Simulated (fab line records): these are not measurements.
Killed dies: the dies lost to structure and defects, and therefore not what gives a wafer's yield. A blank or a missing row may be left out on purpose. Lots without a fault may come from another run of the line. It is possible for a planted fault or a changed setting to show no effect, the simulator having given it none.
Split-lot experiment / flow n5_finfet / on a route of 1938 steps: 7 lots, 21 wafers read

ABOUT THE SPLIT
At N5_PASSIVATION_ETCH_15 (etches SiCN in CF4/N2, target depth 75 nm, time 81.2 s), the setting bias_w was moved away from the recipe's 70 W on 6 of the 21 wafers read, by -12.3% to +7.5%. The other wafers ran this setting at the recipe's value.

The split's own step is where the reading is taken.

THE READING
rf_vpp_V, in V, at N5_PASSIVATION_ETCH_15 (etches SiCN in CF4/N2, target depth 75 nm, time 81.2 s). On this fab line, fault-free wafers typically give 382.4 V with a standard deviation of 2 V.

wafer=L074.1; tool, chamber at the split=rie_diel-03, 0; bias_w as run, W=70; against the recipe=recipe; rf_vpp_V, V=381.4; against lot-mates on the recipe=-
wafer=L074.3; tool, chamber at the split=rie_diel-03, 1; bias_w as run, W=75.26; against the recipe=+7.5%; rf_vpp_V, V=398.0; against lot-mates on the recipe=+16.1
wafer=L074.6; tool, chamber at the split=rie_diel-03, 0; bias_w as run, W=70; against the recipe=recipe; rf_vpp_V, V=382.3; against lot-mates on the recipe=-
wafer=L075.1; tool, chamber at the split=rie_diel-05, 2; bias_w as run, W=70; against the recipe=recipe; rf_vpp_V, V=384.6; against lot-mates on the recipe=-
wafer=L075.2; tool, chamber at the split=rie_diel-05, 1; bias_w as run, W=70; against the recipe=recipe; rf_vpp_V, V=384.1; against lot-mates on the recipe=-
wafer=L075.5; tool, chamber at the split=rie_diel-05, 0; bias_w as run, W=70; against the recipe=recipe; rf_vpp_V, V=381.4; against lot-mates on the recipe=-
wafer=L077.1; tool, chamber at the split=rie_diel-03, 1; bias_w as run, W=70; against the recipe=recipe; rf_vpp_V, V=379.2; against lot-mates on the recipe=-
wafer=L077.3; tool, chamber at the split=rie_diel-03, 2; bias_w as run, W=70; against the recipe=recipe; rf_vpp_V, V=383.4; against lot-mates on the recipe=-
wafer=L077.6; tool, chamber at the split=rie_diel-03, 1; bias_w as run, W=70; against the recipe=recipe; rf_vpp_V, V=379.0; against lot-mates on the recipe=-
wafer=L083.2; tool, chamber at the split=rie_diel-05, 1; bias_w as run, W=70; against the recipe=recipe; rf_vpp_V, V=384.3; against lot-mates on the recipe=-
wafer=L083.5; tool, chamber at the split=rie_diel-05, 0; bias_w as run, W=61.4; against the recipe=-12.3%; rf_vpp_V, V=351.0; against lot-mates on the recipe=-31.6
wafer=L083.6; tool, chamber at the split=rie_diel-05, 3; bias_w as run, W=70; against the recipe=recipe; rf_vpp_V, V=380.9; against lot-mates on the recipe=-
wafer=L088.1; tool, chamber at the split=rie_diel-03, 2; bias_w as run, W=73.43; against the recipe=+4.9%; rf_vpp_V, V=394.1; against lot-mates on the recipe=+12.3
wafer=L088.4; tool, chamber at the split=rie_diel-03, 0; bias_w as run, W=70; against the recipe=recipe; rf_vpp_V, V=381.8; against lot-mates on the recipe=-
wafer=L088.5; tool, chamber at the split=rie_diel-03, 2; bias_w as run, W=73.43; against the recipe=+4.9%; rf_vpp_V, V=395.9; against lot-mates on the recipe=+14.1
wafer=L090.3; tool, chamber at the split=rie_diel-05, 0; bias_w as run, W=70; against the recipe=recipe; rf_vpp_V, V=380.0; against lot-mates on the recipe=-
wafer=L090.5; tool, chamber at the split=rie_diel-05, 3; bias_w as run, W=70; against the recipe=recipe; rf_vpp_V, V=379.9; against lot-mates on the recipe=-
wafer=L090.6; tool, chamber at the split=rie_diel-05, 0; bias_w as run, W=70; against the recipe=recipe; rf_vpp_V, V=380.9; against lot-mates on the recipe=-
wafer=L093.1; tool, chamber at the split=rie_diel-04, 1; bias_w as run, W=64.92; against the recipe=-7.3%; rf_vpp_V, V=363.1; against lot-mates on the recipe=-16.9
wafer=L093.4; tool, chamber at the split=rie_diel-04, 0; bias_w as run, W=64.92; against the recipe=-7.3%; rf_vpp_V, V=364.5; against lot-mates on the recipe=-15.5
wafer=L093.5; tool, chamber at the split=rie_diel-04, 3; bias_w as run, W=70; against the recipe=recipe; rf_vpp_V, V=380.0; against lot-mates on the recipe=-

THE FIT
A straight line over all 21 wafers: rf_vpp_V changes by +2.46 V for each +1% of bias_w; r = +0.99; the points scatter about the line by 1.8 V.
The same after taking each lot's own level away (the mean of its wafers on the recipe; 21 wafers): +2.42 V for each +1%; r = +0.99; scatter 1.5 V.
According to that fit, moving bias_w by its largest amount changes the reading by 30 V.
Across the lots, their own levels run from 380.00 to 383.37 V, a range of 1.7 times the standard deviation given above.
The two slopes are in agreement: the lot-to-lot level therefore moves the slope only a little.
Check: -28.2 V against its lot-mates is what the line predicts for one of the wafers moved furthest among these (-12.3%) when that wafer is left out of the fit. It came out at -31.6 V against them.
Tool readings at the split's step, against how far the setting was moved: rf_vpp_V r = +0.99.

FURTHER SPLITS ON THESE WAFERS
Before the reading, these wafers also passed through other splits. Each is held against what the fit with the lots' levels taken away leaves over:
other split on the same wafers=N5_BEOL_M15_EXPOSE_07 dose_mj; wafers away from the commonest value=5; r with rf_vpp_V (lot level and that fit taken away)=+0.22
other split on the same wafers=N5_BEOL_M15_SPUTTER_44 power_w; wafers away from the commonest value=7; r with rf_vpp_V (lot level and that fit taken away)=+0.37
other split on the same wafers=N5_PASSIVATION_PECVD_00 time_s; wafers away from the commonest value=6; r with rf_vpp_V (lot level and that fit taken away)=-0.18

FILE'S OWN FIT
rf_vpp_V changes by +2.44 V for each +1% of bias_w, r = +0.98.
